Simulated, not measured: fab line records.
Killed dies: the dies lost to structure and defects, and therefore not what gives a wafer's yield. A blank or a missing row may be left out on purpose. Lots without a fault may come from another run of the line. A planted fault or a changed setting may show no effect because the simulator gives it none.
2 desks looking at one fault | flow nand_harc | every desk sees just its own numbers, and what lay behind them comes last

== THE DEFECT DESK ==
What the inspections along the route counted, lot by lot: means of the sampled wafers that have a number. The brackets show how far a lot's mean lies from the usual mean; more than 4 standard deviations puts the lot out of limits, marked OUT.
Columns: A = raw_defect_count at NHARC_A_SLIT_INSPECT_11, usual 19
lot  | first seen here | A
L904 | day 14 12:13    | 9
L906 | day 14 12:22    | 9
L905 | day 14 12:32    | 24
L908 | day 14 21:41    | 22
L909 | day 14 22:18    | 16
L907 | day 14 22:31    | 9
L910 | day 15 11:16    | 28
L912 | day 15 11:26    | 12
L911 | day 16 02:41    | 30
L917 | day 17 09:31    | 25
L920 | day 18 08:25    | 16
L923 | day 18 15:31    | 13
L927 | day 20 07:29    | 18
Result from this desk: across the 13 lots, nothing is out of limits.

== TOOL OWNER'S DESK, rie_metal-03 ==
The tool's own readings at NHARC_A_WL_FILL_ETCHBACK_04 (etches the open film in NF3, target depth 60 nm, time 120 s): means of the sampled wafers that have a number, for each lot that ran on this tool. The brackets show how far a lot's mean lies from the usual mean; more than 4 standard deviations puts the lot out of limits, marked OUT.
Columns: A = drypump_motor_current_A at NHARC_A_WL_FILL_ETCHBACK_04, usual 5.60 A; B = oes_product_au at NHARC_A_WL_FILL_ETCHBACK_04, usual 1.001 a.u.; C = run_length_s at NHARC_A_WL_FILL_ETCHBACK_04, usual 141.6 s
lot  | first seen here | A    | B     | C
L906 | day 15 04:11    | 5.58 | 1.005 | 141.8
L904 | day 15 04:40    | 5.52 | 0.997 | 142.2
L908 | day 16 00:38    | 5.59 | 0.994 | 141.8
L912 | day 16 08:17    | 5.56 | 1.004 | 141.9
L920 | day 19 04:37    | 5.53 | 1.004 | 119.3 (-45) OUT
L923 | day 19 11:37    | 5.52 | 1.002 | 119.5 (-44) OUT
This desk finds L920, L923 out of limits, L920 being first, at day 19 04:37 (run_length_s at NHARC_A_WL_FILL_ETCHBACK_04). L906, L904, L908, L912 stayed within limits.

== PUT TOGETHER ==
The tool owner's desk had the chance to raise an alarm at day 19 04:37 on L920, L923.
Nothing the defect desk looked at was out of limits.
The defect desk has L920, L923 on record, within its limits.
The lots listed all ran NHARC_A_WL_FILL_ETCHBACK_04 on rie_metal-03.

== WHAT WAS PUT IN BY THE SIMULATOR ==
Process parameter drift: rie_metal-03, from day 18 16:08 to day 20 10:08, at NHARC_A_WL_FILL_ETCHBACK_04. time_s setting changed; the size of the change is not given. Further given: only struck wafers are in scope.
Lots struck among those shown: L920, L923.
Hours from the fault's start to each desk's first reading out of limits: the tool owner's desk, 12.
